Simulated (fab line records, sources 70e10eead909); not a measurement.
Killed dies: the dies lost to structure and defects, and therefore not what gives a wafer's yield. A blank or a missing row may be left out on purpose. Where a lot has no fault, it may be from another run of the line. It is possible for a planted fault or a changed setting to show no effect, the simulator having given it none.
A struck lot beside a sound one / flow nand_harc / 14 out of 1159 route steps
Sound: these wafers, L138.3, L138.4, L138.6. Struck: wafer L147.5; the same lot's L147.3 was not struck, so it is left out; see the end for the cause.
Each step with rows lists, per side, the tool, then ch with its chambers, then its first start. Under that, the readings that differ: sound wafers / struck wafers / difference of the means / sigmas: that difference in standard deviations of wafers without a fault.
alike: readings with means less than 2 such deviations apart, plus words and numbers identical on both sides. not compared: withheld readings, readings lacking a value on some wafer, bounds such as >300 that could conceal the same value, and numbers that have no deviation in the record and whose values overlap.
Wherever a step has rows on one side only, a row that says differs or no value, or a row with sigmas, the two part there. Non-overlapping numbers with no deviation appear without sigmas and do not part them. Lack of a reading on every wafer of one side parts them only where that side has two or more wafers.

first, 4 steps without rows for these wafers: NHARC_P_CONTACT_EBR_08; NHARC_P_CONTACT_EXPOSE_09 (exposes mask P CA, target cd 90 nm); NHARC_P_CONTACT_PEB_10 (peb time 65 s); NHARC_P_CONTACT_DEVELOP_11 (develop time 35 s).
NHARC_P_CONTACT_CD_MEAS_12: target cd 90 nm.
  sound on cd_sem-02 ch 0, day 6 01:14; struck on cd_sem-02 ch 0, day 8 22:10
  alike: cd_nm
NHARC_P_CONTACT_OVL_MEAS_13:
  struck on overlay-01, day 8 22:16; sound on overlay-02, day 6 01:19
reading=overlay_x_nm (nm); sound=0.6 0.9 0.7; struck=-1.5; difference=-2.2; sigmas=-2
  alike: overlay_y_nm
NHARC_P_CONTACT_INSPECT_14:
  struck on defect_inspect-02, day 8 22:18; sound on defect_inspect-01, day 6 01:22
  alike: raw_defect_count
NHARC_P_CONTACT_DESCUM_17: chemistry O2, time 3 s.
  sound on rie_diel-11 ch 0,2,3, day 6 01:26; struck on rie_diel-08 ch 1, day 8 22:23
  alike: drypump_motor_current_A, o2_flow_sccm, oes_product_au, rf_vpp_V, showerhead_plenum_p_Torr, throttle_valve_pct
  not compared: rf_hours_counter_h
NHARC_P_CONTACT_ETCH_35: etches the open film in CF4, target depth 39 nm, time 65 s.
  sound on rie_diel-11 ch 1,3, day 6 01:31; struck on rie_diel-08 ch 0, day 8 22:26
reading=rf_vpp_V (V); sound=152.4 151.9 153.2; struck=148.4; difference=-4.1; sigmas=-3
reading=showerhead_plenum_p_Torr (Torr); sound=1.85 1.86 1.85; struck=1.65; difference=-0.20; sigmas=-2
  alike: drypump_motor_current_A, oes_product_au, throttle_valve_pct
  not compared: rf_hours_counter_h
NHARC_P_CONTACT_ETCH_36: etches the open film in N2/H2, target depth 260 nm, time 406.25 s.
  sound on rie_diel-11 ch 1,3; struck on rie_diel-08 ch 0
reading=rf_vpp_V (V); sound=435 432 434; struck=425; difference=-9; sigmas=-3
reading=showerhead_plenum_p_Torr (Torr); sound=2.14 2.16 2.14; struck=1.89; difference=-0.26; sigmas=-2
  alike: drypump_motor_current_A, oes_product_au, throttle_valve_pct
  not compared: rf_hours_counter_h
NHARC_P_CONTACT_ETCH_18: etches the open film in C4F8/O2/Ar, target depth 481 nm, time 240.5 s.
  sound on rie_diel-11 ch 0,2,3; struck on rie_diel-08 ch 3
reading=oes_product_au (a.u.); sound=0.940 0.930 0.932; struck=0.977; difference=+0.043; sigmas=+2
  alike: rf_vpp_V
  not compared: rf_hours_counter_h
then, 1 step without rows for these wafers: NHARC_P_CONTACT_STRIP_37 (strips in C4F8/O2/Ar).
NHARC_P_CONTACT_ETCH_31: etches the open film in CH3F/O2, target depth 30 nm, time 85.7 s.
  sound on rie_diel-11 ch 0,1,2, day 6 02:10; struck on rie_diel-08 ch 2, day 8 23:07
reading=oes_product_au (a.u.); sound=0.962 0.964 0.968; struck=0.675; difference=-0.290; sigmas=-24
  alike: drypump_motor_current_A, o2_flow_sccm, rf_vpp_V, showerhead_plenum_p_Torr, throttle_valve_pct
  not compared: rf_hours_counter_h
NHARC_P_CONTACT_CD_MEAS_19:
  struck on cd_sem-02, day 8 23:14; sound on cd_sem-02, day 6 02:18
  alike: cd_nm

## WHERE THEY PART
At NHARC_P_CONTACT_OVL_MEAS_13 first; at NHARC_P_CONTACT_ETCH_31 last (within this record only). Later steps at which nothing parts them and some readings are alike: NHARC_P_CONTACT_CD_MEAS_19.

WHY: what had been put in by the simulator
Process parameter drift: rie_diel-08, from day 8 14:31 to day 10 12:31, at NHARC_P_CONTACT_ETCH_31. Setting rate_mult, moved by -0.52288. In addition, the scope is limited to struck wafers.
